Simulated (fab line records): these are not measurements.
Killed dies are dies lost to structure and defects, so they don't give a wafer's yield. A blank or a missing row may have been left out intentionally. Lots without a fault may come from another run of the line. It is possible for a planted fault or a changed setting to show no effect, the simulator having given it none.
fab line records | flow n5-finfet
record lots=4 | wafers=12 | last-day=17
route steps=1938 shown BEOL_M4@1037 PASSIVATION@1936
lots that met no fault: taken from a fault-free run of the same line
start-h: hours from the record's opening day to when the first of the lot's shown wafers began | wait-h: hours since the lot's step before | " as in the row above | L1.1+2: several wafers, shown together as one row | - no value present, or no start provided | * or withheld: withheld | < > ~ a bound
route shown NAME@n: names a module that has steps shown in the file, with the first one's number in the route | usual: average and standard deviation across the fault-free wafers | same: alike in all rows | chamber/n: place in a boat | sites: readings site by site | _std_site: the values' standard deviation | _edge_site: mean of outer sites minus mean of inner sites | radius-mm: for every site, how far away it sits from the centre of the wafer | mask NAME#n: copy n | behind: the most recent tool/chamber to have shaped the wafer | hold: why the lot went on hold/how many hours it stayed there/how the hold came to an end | device: the transistor (n, p or np) that didn't switch | end of line: the route-end tests of the same wafers | a step without rows: its recipe alone | killed: dies that structure and defects cost at the first sort, which is not the same as the wafer's yield | map: the dies of a wafer, with x for killed, . for not killed, _ for no die there
set.NAME: the setting that was run; set.NAME@STEP: the one run at that earlier step | model.NAME: the simulator's own value behind a step, which no gauge read
certain route steps with their lots: each step a table, each wafer a row
services: from which hour (start-h, from the record's first day; less than 0 if before it) a tool's chamber was out of use, for how many hours, and why
## steps
# step N5_BEOL_M4_DESCUM_16
# recipe chemistry=O2 | time-s=7 | source-power-w=50 | bias-power-w=20 | pressure-mtorr=20 | rf-frequency-hz=2.712e+07 | temp-c=40 | resist=CAR-EUV | o2-flow-sccm=225
# step N5_BEOL_M4_ETCH_74
# recipe chemistry=N2/H2 | target=underlayer | target-depth-a=65 | mask-material=CAR-EUV | time-s=5.2 | ion-energy-ev=200 | pressure-mtorr=30 | source-w=840 | bias-w=150 | n2-flow-sccm=200 | h2-flow-sccm=200 | ends=cleared
# step N5_BEOL_M4_ETCH_63
# recipe chemistry=CF4 | target=SiARC | target-depth-a=156 | mask-material=CAR-EUV | time-s=26 | ion-energy-ev=80 | pressure-mtorr=40 | source-w=545 | bias-w=36 | Ar_flow_sccm=100 | cf4-flow-sccm=100 | ends=cleared
# step N5_BEOL_M4_ETCH_64
# recipe chemistry=N2/H2 | target=SOC | target-depth-a=750 | overetch-a=225 | mask-material=SiARC | temp-c=40 | time-s=121.9 | ion-energy-ev=200 | pressure-mtorr=30 | source-w=840 | bias-w=150 | n2-flow-sccm=200 | h2-flow-sccm=200
# step N5_BEOL_M4_STRIP_65
# recipe chemistry=N2/H2 | temp-c=40 | n2-flow-sccm=200 | h2-flow-sccm=200 | rf-frequency-hz=6e+07
# step N5_BEOL_M4_STRIP_75
# recipe chemistry=N2/H2 | temp-c=40 | n2-flow-sccm=200 | h2-flow-sccm=200 | rf-frequency-hz=6e+07
# step N5_BEOL_M4_STRIP_66
# recipe chemistry=CF4 | resist=SiARC | power-w=300 | bias-power-w=75 | pressure-mtorr=50 | cf4-flow-sccm=150 | rf-frequency-hz=6e+07
# step N5_BEOL_M4_HM_OPEN_17
# recipe chemistry=Cl2/BCl3 | target-depth-a=200 | overetch-a=60 | target=TiN | mask-material=SOC | ion-energy-ev=150 | pressure-mtorr=10 | icp-w=1000 | bias-w=126 | Cl2_flow_sccm=53.25 | bcl3-flow-sccm=21.75 | Ar_flow_sccm=25
# step N5_BEOL_M4_STRIP_19
# recipe chemistry=O2 | power-w=400 | temp-c=40 | pressure-mtorr=30 | rf-frequency-hz=6e+07 | bias-power-w=0 | overash-fraction=0.2 | o2-flow-sccm=225
# step N5_BEOL_M4_COAT_67
# recipe resist=SOC | temp-c=250 | time-s=60 | spin-rpm=1500 | resist-thk-nm=60
# usual spin-speed-rpm=1500.0/0.95
lot.wafer | tool           | chamber | start-h | wait-h | spin-speed-rpm | model.SOC_of_BEOL_M4_COAT_67.thk-nm
L899.1    | litho-track-05 | 0       | 197.91  | 0.0    | 1626.7         | 57.4
L899.2    | "              | 0       | "       | "      | 1627.4         | 57.6
L899.6    | "              | 0       | "       | "      | 1627.8         | 57.4
L901.1    | litho-track-05 | 0       | 220.39  | 0.0    | 1627.0         | 58
L901.2    | "              | 0       | "       | "      | 1626.4         | 58
L901.6    | "              | 0       | "       | "      | 1626.3         | 58
L908.1    | litho-track-01 | 0       | 254.74  | 0.0    | 1500.2         | 60.2
L908.2    | "              | 0       | "       | "      | 1501.0         | 60.2
L908.5    | "              | 0       | "       | "      | 1501.8         | 60.2
L912.2    | litho-track-05 | 0       | 293.70  | 0.0    | 1499.1         | 60.2
L912.3    | "              | 0       | "       | "      | 1501.5         | 60
L912.5    | "              | 0       | "       | "      | 1502.0         | 60.2
# step N5_BEOL_M4_COAT_68
# recipe resist=SiARC | temp-c=220 | time-s=60 | spin-rpm=1500 | resist-thk-nm=12
# step N5_BEOL_M4_COAT_76
# recipe resist=underlayer | temp-c=205 | time-s=60 | spin-rpm=1500 | resist-thk-nm=5
# step N5_BEOL_M4_COAT_22
# recipe resist=CAR-EUV | spin-rpm=1500 | resist-thk-nm=30
# step N5_BEOL_M4_EBR_24
# recipe solvent=PGMEA | ebr-width-mm=1.5
# step N5_BEOL_M4_SOFTBAKE_23
# recipe temp-c=110 | time-s=60 | resist=CAR-EUV
# step N5_BEOL_M4_EXPOSE_25
# recipe mask-id=V3 | na=0.33 | source-shape=quasar | sigma-inner=0.2 | sigma-outer=0.8 | polarization=unpolarized | defocus-nm=5 | dose-mj=63
# step N5_BEOL_M4_PEB_26
# recipe peb-temp-c=100 | peb-time-s=60 | resist=CAR-EUV
# step N5_BEOL_M4_DEVELOP_27
# recipe develop-time-s=30 | developer=TMAH | resist=CAR-EUV | rinse-liquid=surfactant-rinse | dry=air-spin | dev-temp-c=23
# step N5_BEOL_M4_DESCUM_33
# recipe chemistry=O2 | time-s=7 | source-power-w=50 | bias-power-w=20 | pressure-mtorr=20 | rf-frequency-hz=2.712e+07 | temp-c=40 | resist=CAR-EUV | o2-flow-sccm=225
# step N5_BEOL_M4_ETCH_77
# recipe chemistry=N2/H2 | target=underlayer | target-depth-a=65 | mask-material=CAR-EUV | time-s=5.2 | ion-energy-ev=200 | pressure-mtorr=30 | source-w=840 | bias-w=150 | n2-flow-sccm=200 | h2-flow-sccm=200 | ends=cleared
# step N5_BEOL_M4_ETCH_69
# recipe chemistry=CF4 | target=SiARC | target-depth-a=156 | mask-material=CAR-EUV | time-s=26 | ion-energy-ev=80 | pressure-mtorr=40 | source-w=545 | bias-w=36 | Ar_flow_sccm=100 | cf4-flow-sccm=100 | ends=cleared
# step N5_BEOL_M4_ALD_98
# recipe material=SiO2 | target-thk-a=25 | temp-c=100 | ald-precursor-family=BDEAS | ald-co-reactant=O2-plasma | pulse-time-s=1 | co-reactant-pulse-time-s=1 | purge-time-s=2 | co-reactant-purge-time-s=2 | ald-cycles=17 | pressure-torr=2
# step N5_BEOL_M4_ETCHBACK_99
# recipe chemistry=CHF3 | target=SiO2 | target-depth-a=50 | time-s=10.4 | source-w=215 | bias-w=47 | Ar_flow_sccm=200 | CHF3_flow_sccm=12 | ion-energy-ev=100 | pressure-mtorr=30
# step N5_BEOL_M4_ETCH_70
# recipe chemistry=N2/H2 | target=SOC | target-depth-a=800 | overetch-a=240 | mask-material=SiARC | temp-c=40 | time-s=130 | ion-energy-ev=200 | pressure-mtorr=30 | source-w=840 | bias-w=150 | n2-flow-sccm=200 | h2-flow-sccm=200
# usual bias-w=150.0/0.48 | drypump-motor-current-A=5.9/0.36 | oes-product-au=0.57/0.06 | rf-vpp-V=524.6/2.1 | showerhead-plenum-p-Torr=2.57/0.073 | throttle-valve-pct=17.9/0.31
lot.wafer | tool        | chamber | start-h | wait-h | bias-w | drypump-motor-current-A | oes-product-au | rf-hours-counter-h | rf-vpp-V | showerhead-plenum-p-Torr | throttle-valve-pct | model.etch.depth-nm
L899.1    | rie-diel-04 | 2       | 200.01  | 0.0    | 150.4  | 6.1                     | 0.54           | 169                | 524.5    | 2.54                     | 18.3               | 57.33
L899.2    | "           | 3       | "       | "      | 150.4  | 6.3                     | 0.54           | 184                | 524.1    | 2.53                     | 18.1               | 57.54
L899.6    | "           | 0       | "       | "      | 149.7  | 6.3                     | 0.50           | -                  | 526.9    | 2.62                     | 17.9               | 57.37
L901.1    | rie-diel-04 | 1       | 221.43  | 0.0    | 149.9  | 6.5                     | 0.71           | 3                  | 525.5    | 2.61                     | 17.7               | 58.01
L901.2    | "           | 3       | "       | "      | 149.9  | 6.3                     | 0.53           | 194                | 524.1    | 2.53                     | 18.1               | 57.9
L901.6    | "           | 3       | "       | "      | 150.4  | 6.3                     | 0.53           | -                  | 523.9    | 2.53                     | 18.1               | 57.91
L908.1    | rie-diel-04 | 2       | 256.87  | 0.0    | 149.7  | 6.1                     | 0.54           | 194                | 524.7    | 2.53                     | 18.4               | 60.21
L908.2    | "           | 3       | "       | "      | 149.7  | 6.3                     | 0.54           | 208                | 521.5    | 2.52                     | 18.1               | 60.2
L908.5    | "           | 2       | "       | "      | 150.5  | 6.1                     | 0.54           | -                  | 523.2    | 2.53                     | 18.4               | 60.14
L912.2    | rie-diel-04 | 0       | 298.58  | 0.0    | 149.9  | 6.3                     | 0.70           | 12                 | 525.3    | 2.61                     | 17.6               | 60.21
L912.3    | "           | 3       | "       | "      | 150.1  | 6.3                     | 0.52           | 222                | 522.4    | 2.51                     | 18.2               | 59.98
L912.5    | "           | 2       | "       | "      | 150.3  | 6.1                     | 0.53           | -                  | 522.3    | 2.53                     | 18.4               | 60.17
# step N5_BEOL_M4_STRIP_71
# recipe chemistry=N2/H2 | temp-c=40 | n2-flow-sccm=200 | h2-flow-sccm=200 | rf-frequency-hz=6e+07
# step N5_BEOL_M4_STRIP_78
# recipe chemistry=N2/H2 | temp-c=40 | n2-flow-sccm=200 | h2-flow-sccm=200 | rf-frequency-hz=6e+07
# step N5_BEOL_M4_VIA_ETCH_34
# recipe chemistry=C4F6/O2 | target-depth-a=694 | mask-material=SOC | pressure-mtorr=15 | ion-energy-ev=250 | taper-deg=4 | time-s=65.9 | source-w=350 | bias-w=170 | Ar_flow_sccm=300 | C4F6_flow_sccm=10 | O2_flow_sccm=10
# usual bias-w=170.0/0.56 | drypump-motor-current-A=5.9/0.36 | oes_ar_750_au=0.78/0.082 | oes_o_777_au=0.78/0.085 | oes-product-au=0.78/0.086 | rf-vpp-V=666/7.7 | showerhead-plenum-p-Torr=2.86/0.08 | throttle-valve-pct=30.77/0.25
lot.wafer | tool        | chamber | start-h | wait-h | bias-w | drypump-motor-current-A | oes_ar_750_au | oes_o_777_au | oes-product-au | rf-hours-counter-h | rf-vpp-V | showerhead-plenum-p-Torr | throttle-valve-pct | model.SOC_of_BEOL_M4_COAT_67.thk-nm
L899.1    | rie-diel-04 | 2       | 200.11  | 0.0    | 169.1  | 6.1                     | 0.75          | 0.74         | 0.75           | 169                | 667      | 2.82                     | 31.04              | 49.2
L899.2    | "           | 3       | "       | "      | 169.5  | 6.3                     | 0.74          | 0.75         | 0.75           | 185                | 664      | 2.82                     | 31.00              | 49.4
L899.6    | "           | 0       | "       | "      | 169.8  | 6.3                     | 0.70          | 0.71         | 0.71           | -                  | 674      | 2.91                     | 30.72              | 49.2
L901.1    | rie-diel-04 | 1       | 221.54  | 0.0    | 170.5  | 6.4                     | 0.98          | 0.99         | 0.99           | 3                  | 662      | 2.91                     | 30.76              | 49.6
L901.2    | "           | 3       | "       | "      | 170.3  | 6.3                     | 0.74          | 0.74         | 0.74           | 194                | 664      | 2.82                     | 31.01              | 49.8
L901.6    | "           | 3       | "       | "      | 170.3  | 6.2                     | 0.74          | 0.74         | 0.74           | -                  | 663      | 2.82                     | 31.01              | 49.8
L908.1    | rie-diel-04 | 2       | 256.98  | 0.0    | 170.0  | 6.0                     | 0.72          | 0.72         | 0.72           | 194                | 666      | 2.81                     | 31.08              | 52.2
L908.2    | "           | 3       | "       | "      | 170.4  | 6.3                     | 0.73          | 0.73         | 0.73           | 208                | 664      | 2.81                     | 31.02              | 52.2
L908.5    | "           | 2       | "       | "      | 169.6  | 6.0                     | 0.73          | 0.71         | 0.72           | -                  | 666      | 2.81                     | 31.07              | 52.2
L912.2    | rie-diel-04 | 0       | 298.69  | 0.0    | 170.0  | 6.3                     | 0.95          | 0.96         | 0.96           | 12                 | 674      | 2.90                     | 30.51              | 52
L912.3    | "           | 3       | "       | "      | 170.3  | 6.2                     | 0.72          | 0.72         | 0.71           | 222                | 663      | 2.81                     | 31.05              | 51.8
L912.5    | "           | 2       | "       | "      | 170.6  | 6.1                     | 0.72          | 0.71         | 0.71           | -                  | 666      | 2.80                     | 31.10              | 52.2
# step N5_BEOL_M4_STRIP_83
# recipe chemistry=C4F6/O2 | resist=SiARC | rf-frequency-hz=6e+07
# step N5_BEOL_M4_RC_MEAS_101
# usual DIBL_N=35.9/1.3 | DIBL_P=35.9/1.6 | IOFF_N=0.156/0.022 | IOFF_P=0.205/0.023 | ION_N=675/9 | ION_P=463/5.6 | SS_N=71.4/0.57 | SS_P=73.1/0.52 | VT_N=249.7/2.8 | VT_P=-250.2/2.5
lot.wafer | tool      | chamber | start-h | wait-h | DIBL_N[mV/V] | DIBL_P[mV/V] | IOFF_N[nA/um] | IOFF_P[nA/um] | ION_N[uA/um] | ION_P[uA/um] | SS_N[mV/dec] | SS_P[mV/dec] | VT_N[mV] | VT_P[mV]
L899.1    | prober-02 | 0       | 205.29  | 0.0    | 36.5         | 37.8         | 0.160         | 0.256         | 676          | 475          | 71.9         | 73.8         | 249.6    | -245.5
L899.2    | "         | 0       | "       | "      | 35.8         | 36.2         | 0.145         | 0.228         | 669          | 474          | 71.5         | 73.2         | 250.2    | -248.5
L899.6    | "         | 0       | "       | "      | 35.3         | 35.8         | 0.139         | 0.218         | 673          | 464          | 71.8         | 72.4         | 250.7    | -247.6
L901.1    | prober-01 | 0       | 225.57  | 0.0    | 37.9         | 37.4         | 0.188         | 0.236         | 692          | 469          | 71.6         | 73.8         | 248.8    | -246.2
L901.2    | "         | 0       | "       | "      | 35.0         | 34.0         | 0.141         | 0.190         | 678          | 467          | 70.9         | 72.8         | 251.5    | -251.7
L901.6    | "         | 0       | "       | "      | 35.1         | 34.1         | 0.135         | 0.189         | 668          | 458          | 70.7         | 73.1         | 251.8    | -250.8
L908.1    | prober-01 | 0       | 261.86  | 0.0    | 36.7         | 36.3         | 0.175         | 0.212         | 687          | 465          | 71.4         | 73.1         | 246.5    | -249.9
L908.2    | "         | 0       | "       | "      | 35.9         | 36.1         | 0.151         | 0.206         | 672          | 458          | 71.3         | 73.5         | 252.0    | -252.1
L908.5    | "         | 0       | "       | "      | 36.6         | 36.7         | 0.170         | 0.218         | 690          | 464          | 72.5         | 72.6         | 245.9    | -250.7
L912.2    | prober-01 | 0       | 302.94  | 0.2    | 34.1         | 35.3         | 0.140         | 0.187         | 669          | 453          | 71.1         | 72.6         | 250.7    | -250.7
L912.3    | "         | 0       | "       | "      | 32.8         | 34.4         | 0.122         | 0.172         | 664          | 456          | 71.0         | 72.3         | 252.6    | -252.9
L912.5    | "         | 0       | "       | "      | 34.4         | 35.5         | 0.141         | 0.191         | 665          | 456          | 71.6         | 73.1         | 251.8    | -251.7
# step N5_PASSIVATION_PROBE_49
# usual defect-limited-yield=91.3/1.4 | killed_at_M0_to_M3=35/11 | killed_at_M4_up=14/5.4 | killed-at-contacts=12/6.2 | killed-at-front-end=38/11 | killed-at-other=4.1/2.8 | killed-dies=103/17 | killed-open=66/13 | killed-short=34/8.2 | sort_bin_5_function=5.1/0.89 | sort_bin_6_memory=3.3/0.72 | sort_bin_8_speed=0.00/0.0099 | sort-n-pass=1077/17 | sort-yield-pct=91.3/1.4
# same gross-dies=1180 | killed-at-back-side=0 | sort_bin_4_leakage[%]=0
lot.wafer | tool      | chamber | start-h | wait-h | defect-limited-yield[%] | killed_at_M0_to_M3 | killed_at_M4_up | killed-at-contacts | killed-at-front-end | killed-at-other | killed-dies | killed-open | killed-short | sort_bin_5_function[%] | sort_bin_6_memory[%] | sort_bin_8_speed[%] | sort-n-pass | sort-yield-pct[%]
L899.1    | prober-01 | -       | 306.64  | 0.0    | 89.6                    | 58                 | 20              | 17                 | 22                  | 6               | 123         | 81          | 39           | 5.8                    | 4.2                  | 0                   | 1057        | 89.6
L899.2    | prober-01 | -       | 306.69  | 0.1    | 91.3                    | 46                 | 17              | 23                 | 16                  | 1               | 103         | 75          | 27           | 5.7                    | 2.6                  | 0                   | 1077        | 91.3
L899.6    | prober-01 | -       | 306.89  | 0.3    | 90.2                    | 39                 | 17              | 10                 | 43                  | 7               | 116         | 71          | 42           | 5.8                    | 3.8                  | 0                   | 1064        | 90.2
L912.2    | prober-01 | -       | 410.47  | 0.1    | 92.1                    | 42                 | 10              | 14                 | 25                  | 2               | 93          | 47          | 45           | 5.0                    | 2.5                  | 0                   | 1087        | 92.1
L912.3    | prober-01 | -       | 410.52  | 0.1    | 91.7                    | 43                 | 13              | 5                  | 36                  | 1               | 98          | 57          | 38           | 4.2                    | 3.2                  | 0                   | 1082        | 91.7
L912.5    | prober-01 | -       | 410.62  | 0.2    | 91.5                    | 45                 | 5               | 2                  | 48                  | 0               | 100         | 65          | 33           | 5.2                    | 2.9                  | 0                   | 1080        | 91.5
# killed by level:class
L899.1 BEOL_M0_SAQP:geometric-particle:short=16 MOL_CONTACT_COAG:geometric-particle:open=15 BEOL_M0_SAQP:geometric-particle:open=14 BEOL_M4:geometric-particle:open=13 BEOL_M3:geometric-particle:open=7 BEOL_M2:geometric-particle:open=7 BEOL_M1:geometric-particle:open=5 DUMMY_GATE:geometric-particle:open=4
L899.2 MOL_CONTACT_COAG:geometric-particle:open=19 BEOL_M2:geometric-particle:open=9 BEOL_M0_SAQP:geometric-particle:open=9 BEOL_M0:geometric-particle:open=8 BEOL_M4:geometric-particle:open=8 STI_FIN_REVEAL:geometric-particle:open=7 BEOL_M1:geometric-particle:open=6 FIN_SAQP:geometric-particle:short=4
L899.6 DUMMY_GATE:geometric-particle:open=10 BEOL_M0_SAQP:geometric-particle:short=10 BEOL_M3:geometric-particle:open=9 MOL_CONTACT_COAG:geometric-particle:open=8 FIN_SAQP:geometric-particle:short=6 FIN_SAQP:geometric-particle:open=6 BEOL_M0_SAQP:geometric-particle:open=6 GATE_CUT:geometric-particle:short=5
L912.2 BEOL_M0_SAQP:geometric-particle:short=21 MOL_CONTACT_COAG:geometric-particle:open=12 BEOL_M0_SAQP:geometric-particle:open=6 BEOL_M2:geometric-particle:short=5 BEOL_M3:geometric-particle:open=4 DUMMY_GATE:geometric-particle:open=4 STARTING-WAFER:geometric-particle:open=4 STI_FIN_REVEAL:geometric-particle:open=3
L912.3 BEOL_M0_SAQP:geometric-particle:short=14 BEOL_M0_SAQP:geometric-particle:open=9 DUMMY_GATE:geometric-particle:open=8 STI_FIN_REVEAL:geometric-particle:open=7 FIN_SAQP:geometric-particle:short=5 BEOL_M2:geometric-particle:short=5 BEOL_M3:geometric-particle:open=5 BEOL_M4:geometric-particle:open=5
L912.5 BEOL_M0_SAQP:geometric-particle:open=17 GATE_CUT:geometric-particle:short=9 FIN_SAQP:geometric-particle:open=8 BEOL_M0_SAQP:geometric-particle:short=7 BEOL_M3:geometric-particle:open=7 BEOL_M1:geometric-particle:open=5 STARTING-WAFER:geometric-particle:open=5 STI_FIN_REVEAL:geometric-particle:open=4
## services
tool           | chamber | start-h | hours | kind
rie-diel-04    | 1       | 198.07  | -     | clean
rie-diel-04    | 1       | 198.07  | -     | consumable-replace:focus-ring
rie-diel-04    | 1       | 198.07  | 16.8  | scheduled-down
rie-diel-04    | 1       | 198.07  | 16.8  | vent-cycle
rie-diel-04    | 0       | 242.74  | -     | clean
rie-diel-04    | 0       | 242.74  | -     | consumable-replace:focus-ring
rie-diel-04    | 0       | 242.74  | 14.2  | scheduled-down
rie-diel-04    | 0       | 242.74  | 14.2  | vent-cycle
rie-diel-04    | 0       | 266.18  | 6.3   | repair
litho-track-01 | -       | 271.01  | -     | consumable-replace:filter
## key
first-sign step=N5_BEOL_M4_COAT_67 | reading=spin-speed-rpm | direction=up | sigmas=99+ | usual=* | struck=*
effect none on later readings
model-effect step=N5_BEOL_M4_COAT_67 | value=SOC_of_BEOL_M4_COAT_67.thk-nm | without=60.1 | struck=57.73
model-effect step=N5_BEOL_M4_ETCH_70 | value=etch.depth-nm | without=60.07 | struck=57.68
model-effect step=N5_BEOL_M4_VIA_ETCH_34 | value=SOC_of_BEOL_M4_COAT_67.thk-nm | without=51.87 | struck=49.5
met-at N5_BEOL_M4_COAT_67
struck-wafers L899.1,L899.2,L899.6,L901.1,L901.2,L901.6
fault kind=process-parameter-drift | tool=litho-track-05 | chamber=- | onset-h=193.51 | steps=N5_BEOL_M4_COAT_67 | channel=spin-rpm | offset=* | shape=step | end-h=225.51 | acts-in=* | stated=*
